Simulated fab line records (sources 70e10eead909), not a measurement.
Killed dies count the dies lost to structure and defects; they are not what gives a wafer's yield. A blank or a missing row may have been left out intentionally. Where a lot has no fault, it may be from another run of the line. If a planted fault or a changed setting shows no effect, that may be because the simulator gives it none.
Which of the tools did it? ; flow nand harc ; Sampling: 19 lots, 57 wafers, 6 of 1159 route steps

## WHAT EACH GAUGE READ, for each wafer
The record holds no reading of a measuring or inspecting step that can be judged against a usual standard deviation.

## EACH LOT AND THE TOOL THAT RAN IT (in order: tool; ch and the chambers of the sampled wafers; start)
lot;NHARC_P_ZERO_WELL_DESCUM_13;NHARC_P_STI_ETCH_31;NHARC_P_GATE_DESCUM_48;NHARC_P_GATE_STRIP_75;NHARC_P_GATE_RTA_64;NHARC_P_M1_STRIP_18
L074;rie diel-02 ch 0,3, day 1 13:24;rie diel-10 ch 0,1,2, day 5 04:17 or earlier;rie diel-03 ch 0,1,2, day 5 04:17;plasma asher-02 ch 0,1, day 5 06:01;rtp anneal-02 ch 0, day 5 11:08;rie diel-10 ch 0,1,3, day 6 02:09
L075;rie diel-01 ch 0,1,2, day 1 19:25;rie diel-05 ch 1,2,3, day 5 13:41 or earlier;rie diel-08 ch 0,2, day 5 13:41;plasma asher-02 ch 0,1, day 5 14:22;rtp anneal-02 ch 0, day 5 18:47;rie diel-02 ch 2,3, day 6 11:44
L077;rie diel-13 ch 0,1,2, day 2 07:24;rie diel-05 ch 0,1,3, day 6 01:47 or earlier;rie diel-08 ch 0,1,3, day 6 01:47;plasma asher-02 ch 0,1, day 6 02:28;rtp anneal-01 ch 0, day 6 07:10;rie diel-02 ch 0,1,3, day 6 19:16
L078;rie diel-13 ch 0,1, day 2 13:31;rie diel-04 ch 0,1,2, day 6 01:37 or earlier;rie diel-03 ch 0,1,2, day 6 01:37;plasma asher-01 ch 0,1, day 6 02:17;rtp anneal-01 ch 0, day 6 06:47;rie diel-10 ch 1,3, day 6 18:27
L079;rie diel-02 ch 0,1,3, day 2 19:28;rie diel-10 ch 2,3, day 6 18:20 or earlier;rie diel-08 ch 0,2,3, day 6 18:20;plasma asher-01 ch 0,1, day 6 18:58;rtp anneal-01 ch 0, day 6 23:20;rie diel-10 ch 0,1,3, day 7 15:16
L080;rie diel-13 ch 0,2,3, day 3 01:26;rie diel-04 ch 0,1,2, day 6 18:44 or earlier;rie diel-12 ch 1,2, day 6 18:44;plasma asher-01 ch 0,1, day 6 19:28;rtp anneal-01 ch 0, day 7 00:02;rie diel-10 ch 2,3, day 7 15:43
L084;rie diel-02 ch 1,2, day 4 01:17;rie diel-04 ch 1,2,3, day 7 23:24 or earlier;rie diel-08 ch 0,1,2, day 7 23:24;plasma asher-02 ch 0, day 8 00:19;rtp anneal-01 ch 0, day 8 04:52;rie diel-02 ch 1,2,3, day 8 21:32
L085;rie diel-13 ch 2,3, day 4 07:25;rie diel-05 ch 0,3, day 8 10:56 or earlier;rie diel-03 ch 0,2, day 8 10:56;plasma asher-02 ch 0,1, day 8 11:37;rtp anneal-02 ch 0, day 8 16:08;rie diel-02 ch 0,3, day 9 04:07
L086;rie diel-01 ch 0,2, day 4 13:25;rie diel-05 ch 0,1,3, day 8 11:37 or earlier;rie diel-03 ch 0,2, day 8 11:37;plasma asher-01 ch 1, day 8 12:17;rtp anneal-02 ch 0, day 8 17:02;rie diel-02 ch 0,1,2, day 9 05:20
L087;rie diel-01 ch 0,3, day 4 19:17;rie diel-10 ch 0,1, day 8 18:26 or earlier;rie diel-12 ch 1,2, day 8 18:26;plasma asher-01 ch 0,1, day 8 19:10;rtp anneal-02 ch 0, day 9 00:54;rie diel-05 ch 0,1,2, day 9 18:29
L088;rie diel-02 ch 0,2,3, day 5 01:25;rie diel-05 ch 0,1,3, day 8 18:07 or earlier;rie diel-03 ch 0,1,2, day 8 18:07;plasma asher-01 ch 1, day 8 18:48;rtp anneal-01 ch 0, day 8 23:53;rie diel-05 ch 0,2,3, day 9 17:43
L089;rie diel-02 ch 1,2,3, day 5 07:25;rie diel-10 ch 1,2,3, day 9 12:34 or earlier;rie diel-03 ch 0,1,3, day 9 12:34;plasma asher-01 ch 0,1, day 9 13:13;rtp anneal-02 ch 0, day 9 17:40;rie diel-02 ch 0,1,2, day 10 06:24
L090;rie diel-13 ch 0,1,2, day 5 13:20;rie diel-04 ch 1,2,3, day 9 13:03 or earlier;rie diel-08 ch 0,3, day 9 13:03;plasma asher-02 ch 0,1, day 9 13:43;rtp anneal-02 ch 0, day 9 18:11;rie diel-02 ch 0,1, day 10 07:46
L091;rie diel-02 ch 2,3, day 5 19:26;rie diel-05 ch 0,2, day 9 18:47 or earlier;rie diel-03 ch 2,3, day 9 18:47;plasma asher-01 ch 0,1, day 9 19:33;rtp anneal-02 ch 0, day 9 23:54;rie diel-05 ch 1,2, day 10 16:26
L092;rie diel-13 ch 2,3, day 6 01:22;rie diel-10 ch 2,3, day 9 16:47 or earlier;rie diel-08 ch 0,1,3, day 9 16:47;plasma asher-01 ch 0,1, day 9 17:28;rtp anneal-01 ch 0, day 9 21:49;rie diel-05 ch 0,2,3, day 10 12:59
L093;rie diel-02 ch 1,2,3, day 6 07:25;rie diel-10 ch 0,2, day 9 21:57 or earlier;rie diel-12 ch 1,3, day 9 21:57;plasma asher-02 ch 0,1, day 9 22:38;rtp anneal-02 ch 0, day 10 03:02;rie diel-10 ch 1,3, day 10 18:37
L094;rie diel-13 ch 0,1,3, day 6 13:35;rie diel-10 ch 0,1, day 10 06:30 or earlier;rie diel-12 ch 0,3, day 10 06:30;plasma asher-01 ch 0,1, day 10 07:10;rtp anneal-01 ch 0, day 10 11:28;rie diel-05 ch 0,2,3, day 11 03:12
L096;rie diel-02 ch 0,1, day 7 01:24;rie diel-04 ch 1,2, day 10 14:36 or earlier;rie diel-08 ch 1,3, day 10 14:36;plasma asher-02 ch 0,1, day 10 15:19;rtp anneal-01 ch 0, day 10 19:49;rie diel-02 ch 2,3, day 11 09:34
L097;rie diel-13 ch 0,2,3, day 7 07:25;rie diel-10 ch 0,2,3, day 10 18:29 or earlier;rie diel-03 ch 0,1,3, day 10 18:29;plasma asher-02 ch 0,1, day 10 19:13;rtp anneal-01 ch 0, day 10 23:32;rie diel-10 ch 0,2,3, day 11 14:18
- NHARC_P_ZERO_WELL_DESCUM_13: chemistry O2, time 3 s.
- NHARC_P_STI_ETCH_31: etches the open film in CF4/CHF3, target depth 108.9 nm, time 54.5 s.
- NHARC_P_GATE_DESCUM_48: chemistry O2, time 3 s.
- NHARC_P_GATE_STRIP_75: strips in O2.
- NHARC_P_GATE_RTA_64: time 1 s.
- NHARC_P_M1_STRIP_18: strips in N2/H2.

## WHAT THE TOOLS THEMSELVES READ (means of the sampled wafers that have a number; where no wafer has one, the mark that the record gives instead)
NHARC_P_ZERO_WELL_DESCUM_13. Usual: chamber pressure mTorr 59.99 mTorr, standard deviation 0.053; drypump motor current A 5.8 A, standard deviation 0.42; oes product au 1.002 a.u., standard deviation 0.0084; rf vpp V 57.7 V, standard deviation 0.87; showerhead plenum p Torr 1.91 Torr, standard deviation 0.068; throttle valve pct 11.310 %, standard deviation 0.0096.
lot;tool;chamber pressure mTorr (mTorr);drypump motor current A (A);oes product au (a.u.);rf vpp V (V);showerhead plenum p Torr (Torr);throttle valve pct (%);flag
L074;rie diel-02;59.98;5.5;1.001;58.5;1.88;11.303;
L075;rie diel-01;60.00;6.5;1.006;58.2;1.94;11.310;
L077;rie diel-13;60.01;6.1;1.007;57.6;1.90;11.316;
L078;rie diel-13;60.02;6.3;1.008;57.5;1.84;11.309;
L079;rie diel-02;60.03;5.5;0.994;56.9;1.88;11.310;
L080;rie diel-13;60.02;5.9;1.003;57.1;1.91;11.314;
L084;rie diel-02;59.98;5.8;1.004;57.9;1.95;11.305;
L085;rie diel-13;60.07;5.7;1.002;57.4;1.93;11.309;
L086;rie diel-01;60.04;6.7;1.006;58.1;2.00;11.305;
L087;rie diel-01;59.94;6.2;1.005;58.2;2.00;11.309;
L088;rie diel-02;60.02;5.6;0.996;57.7;1.90;11.302;
L089;rie diel-02;60.04;5.5;1.000;57.8;1.90;11.312;
L090;rie diel-13;60.00;6.1;1.005;57.2;1.90;11.309;
L091;rie diel-02;59.99;5.7;1.002;58.0;1.92;11.316;
L092;rie diel-13;60.00;5.7;1.002;57.6;1.93;11.321;
L093;rie diel-02;60.00;5.5;0.988;57.5;1.90;11.308;
L094;rie diel-13;59.99;6.0;1.000;57.4;1.86;11.309;
L096;rie diel-02;60.04;5.6;0.998;57.6;1.92;11.316;
L097;rie diel-13;59.96;5.9;1.016;58.6;1.91;11.309;

NHARC_P_STI_ETCH_31. Usual: bias w 200.0 W, standard deviation 0.56; chamber pressure mTorr 25.001 mTorr, standard deviation 0.023; drypump motor current A 5.7 A, standard deviation 0.49; oes product au 0.959 a.u., standard deviation 0.019; rf fwd power W 495.4 W, standard deviation 1.7; rf vpp V 370.0 V, standard deviation 2.4; showerhead plenum p Torr 1.55 Torr, standard deviation 0.072; throttle valve pct 16.803 %, standard deviation 0.0095.
lot;tool;bias w (W);chamber pressure mTorr (mTorr);drypump motor current A (A);oes product au (a.u.);rf fwd power W (W);rf vpp V (V);showerhead plenum p Torr (Torr);throttle valve pct (%);flag
L074;rie diel-10;200.0;24.999;5.4;0.968;494.6;368.9;1.53;16.803;
L075;rie diel-05;199.6;24.972;5.7;0.965;495.4;369.4;1.52;16.805;
L077;rie diel-05;200.3;24.997;5.9;0.970;495.9;370.2;1.59;16.801;
L078;rie diel-04;199.9;25.013;6.0;0.974;495.6;369.9;1.54;16.808;
L079;rie diel-10;200.1;24.985;5.4;0.963;494.1;368.0;1.49;16.806;
L080;rie diel-04;200.1;25.019;6.0;0.961;495.1;370.2;1.54;16.795;
L084;rie diel-04;200.1;24.992;5.9;0.970;497.2;371.8;1.60;16.806;
L085;rie diel-05;199.9;24.995;5.6;0.964;498.1;371.5;1.61;16.814;
L086;rie diel-05;200.0;25.000;6.0;0.986;494.7;370.7;1.59;16.811;
L087;rie diel-10;199.8;24.989;5.3;0.943;494.8;370.9;1.57;16.800;
L088;rie diel-05;199.5;24.979;5.9;0.964;495.5;371.1;1.59;16.804;
L089;rie diel-10;200.0;25.019;5.2;0.939;495.7;367.9;1.48;16.796;
L090;rie diel-04;200.0;25.015;5.9;0.960;495.9;372.0;1.60;16.800;
L091;rie diel-05;200.3;24.992;6.2;0.924;497.0;372.1;1.61;16.802;
L092;rie diel-10;199.5;24.998;5.4;0.962;495.4;368.2;1.48;16.799;
L093;rie diel-10;199.7;25.011;5.6;0.960;494.6;370.3;1.57;16.808;
L094;rie diel-10;200.0;25.001;5.3;0.918;494.8;370.4;1.57;16.807;
L096;rie diel-04;199.8;25.023;6.0;0.978;496.1;370.4;1.56;16.802;
L097;rie diel-10;200.2;24.996;5.5;0.972;495.1;369.1;1.52;16.804;

NHARC_P_GATE_DESCUM_48. Usual: chamber pressure mTorr 60.00 mTorr, standard deviation 0.053; drypump motor current A 5.9 A, standard deviation 0.42; oes product au 1.002 a.u., standard deviation 0.0073; rf vpp V 57.8 V, standard deviation 0.81; showerhead plenum p Torr 1.90 Torr, standard deviation 0.077; throttle valve pct 11.310 %, standard deviation 0.0087.
lot;tool;chamber pressure mTorr (mTorr);drypump motor current A (A);oes product au (a.u.);rf vpp V (V);showerhead plenum p Torr (Torr);throttle valve pct (%);flag
L074;rie diel-03;59.99;6.0;0.995;58.6;1.91;11.308;
L075;rie diel-08;60.02;5.8;1.002;57.3;1.87;11.319;
L077;rie diel-08;59.96;5.6;1.008;57.9;1.92;11.301;
L078;rie diel-03;59.96;6.0;1.004;58.4;1.91;11.313;
L079;rie diel-08;59.99;5.5;1.004;57.7;1.87;11.310;
L080;rie diel-12;60.01;5.7;0.999;57.5;1.88;11.310;
L084;rie diel-08;60.00;5.8;1.006;58.1;1.91;11.321;
L085;rie diel-03;59.99;6.1;1.006;57.1;1.87;11.305;
L086;rie diel-03;59.96;6.1;1.011;57.2;1.84;11.319;
L087;rie diel-12;59.97;5.7;1.002;58.2;1.88;11.307;
L088;rie diel-03;60.08;6.0;1.000;58.1;1.91;11.317;
L089;rie diel-03;60.01;6.1;0.993;57.3;1.94;11.314;
L090;rie diel-08;59.98;5.2;1.010;56.8;1.88;11.307;
L091;rie diel-03;60.02;6.5;0.996;58.0;1.87;11.318;
L092;rie diel-08;60.00;5.5;1.004;57.6;1.91;11.308;
L093;rie diel-12;59.99;5.8;1.002;57.8;1.91;11.311;
L094;rie diel-12;59.99;6.0;1.005;57.9;1.99;11.320;
L096;rie diel-08;60.00;5.5;1.003;57.4;1.88;11.313;
L097;rie diel-03;60.01;6.1;1.012;57.6;1.94;11.304;

NHARC_P_GATE_STRIP_75. Usual: drypump motor current A 5.6 A, standard deviation 0.43; heater power w 304 W, standard deviation 27; temp c 249.96 C, standard deviation 0.19.
lot;tool;drypump motor current A (A);heater power w (W);temp c (C);flag
L074;plasma asher-02;5.7;279;250.05;
L075;plasma asher-02;5.7;280;249.98;
L077;plasma asher-02;5.7;274;250.11;
L078;plasma asher-01;5.8;336;249.86;
L079;plasma asher-01;5.5;332;249.85;
L080;plasma asher-01;5.6;332;249.94;
L084;plasma asher-02;5.1;287;249.92;
L085;plasma asher-02;5.4;279;250.12;
L086;plasma asher-01;5.3;324;249.88;
L087;plasma asher-01;5.6;331;249.83;
L088;plasma asher-01;5.3;330;250.16;
L089;plasma asher-01;5.8;336;249.85;
L090;plasma asher-02;5.7;279;249.98;
L091;plasma asher-01;5.8;335;249.90;
L092;plasma asher-01;5.8;337;249.89;
L093;plasma asher-02;5.4;281;249.80;
L094;plasma asher-01;5.6;337;250.11;
L096;plasma asher-02;5.7;281;250.14;
L097;plasma asher-02;5.7;282;249.66;

NHARC_P_GATE_RTA_64. Usual: lamp power pct 33.9 %, standard deviation 0.56; lamp_zone_4_pct 33.9 %, standard deviation 0.55; wafer_temp_C_max 1056.5, standard deviation 1.5.
lot;tool;lamp power pct (%);lamp_zone_4_pct (%);wafer_temp_C_max;flag
L074;rtp anneal-02;33.3;33.2;1056.5;
L075;rtp anneal-02;33.2;33.2;1055.9;
L077;rtp anneal-01;34.4;34.3;1057.2;
L078;rtp anneal-01;34.4;34.4;1057.0;
L079;rtp anneal-01;34.4;34.4;1057.1;
L080;rtp anneal-01;34.4;34.4;1057.0;
L084;rtp anneal-01;34.4;34.4;1058.3;
L085;rtp anneal-02;33.2;33.2;1056.1;
L086;rtp anneal-02;33.2;33.3;1055.9;
L087;rtp anneal-02;33.2;33.2;1055.5;
L088;rtp anneal-01;34.3;34.4;1057.7;
L089;rtp anneal-02;33.3;33.2;1054.6;
L090;rtp anneal-02;33.2;33.3;1055.8;
L091;rtp anneal-02;33.2;33.2;1055.6;
L092;rtp anneal-01;34.4;34.4;1057.6;
L093;rtp anneal-02;33.2;33.3;1055.2;
L094;rtp anneal-01;34.4;34.3;1056.9;
L096;rtp anneal-01;34.3;34.3;1056.5;
L097;rtp anneal-01;34.4;34.4;1057.5;

NHARC_P_M1_STRIP_18. Usual: value, then standard deviation, for each; chamber pressure mTorr 29.998 mTorr / 0.028; drypump motor current A 5.6 A / 0.4; oes product au 1.002 a.u. / 0.0073; rf fwd power W 997 W / 3.2; rf vpp V 90.5 V / 1.1; showerhead plenum p Torr 2.00 Torr / 0.086; throttle valve pct 14.171 % / 0.0085.
lot;tool;chamber pressure mTorr (mTorr);drypump motor current A (A);oes product au (a.u.);rf fwd power W (W);rf vpp V (V);showerhead plenum p Torr (Torr);throttle valve pct (%);flag
L074;rie diel-10;29.969;5.2;0.994;998;90.0;1.97;14.173;
L075;rie diel-02;30.018;5.4;1.005;992;90.5;1.98;14.173;
L077;rie diel-02;30.015;5.5;1.002;992;90.5;2.00;14.167;
L078;rie diel-10;30.011;5.1;1.000;997;89.9;1.91;14.170;
L079;rie diel-10;29.981;5.2;0.997;999;91.1;1.97;14.165;
L080;rie diel-10;30.009;5.4;0.994;996;90.5;1.91;14.168;
L084;rie diel-02;29.993;5.5;1.007;997;90.6;2.02;14.177;
L085;rie diel-02;30.000;5.4;0.998;996;90.3;1.96;14.167;
L086;rie diel-02;29.975;5.7;0.995;994;91.3;2.06;14.156;
L087;rie diel-05;29.989;6.1;1.004;999;90.5;2.02;14.168;
L088;rie diel-05;29.971;5.8;1.007;997;91.2;2.05;14.172;
L089;rie diel-02;30.018;5.7;1.007;998;90.2;2.06;14.177;
L090;rie diel-02;29.979;5.7;1.002;994;89.5;2.03;14.170;
L091;rie diel-05;30.033;6.0;1.007;998;90.4;1.93;14.180;
L092;rie diel-05;30.002;5.8;1.003;997;90.8;2.05;14.180;
L093;rie diel-10;29.980;5.0;0.998;1001;90.4;1.91;14.171;
L094;rie diel-05;29.995;5.8;1.005;999;90.9;2.05;14.174;
L096;rie diel-02;29.995;5.7;0.999;999;91.5;2.04;14.169;
L097;rie diel-10;30.005;5.5;1.004;995;90.7;1.97;14.180;

## THE ANSWER, worked out from the rows above alone
Rule: take the mean of a lot's wafers that have a number; if it is more than 3 standard deviations from the usual mean, the lot is off. A lot without any number at a reading at which 4 lots or more have one is off too. Any other lot the step has rows for is counted as sound. Order of review: gauges by route order, followed by the tools' own readings, for which a lot's mean as printed above is used. The first step at which some lot is off is used, and at that step the reading that is off furthest; a lot without a number counts as furthest.
No lot is off at any reading shown: from this, nothing can be told.

## WHAT WAS PUT IN BY THE SIMULATOR
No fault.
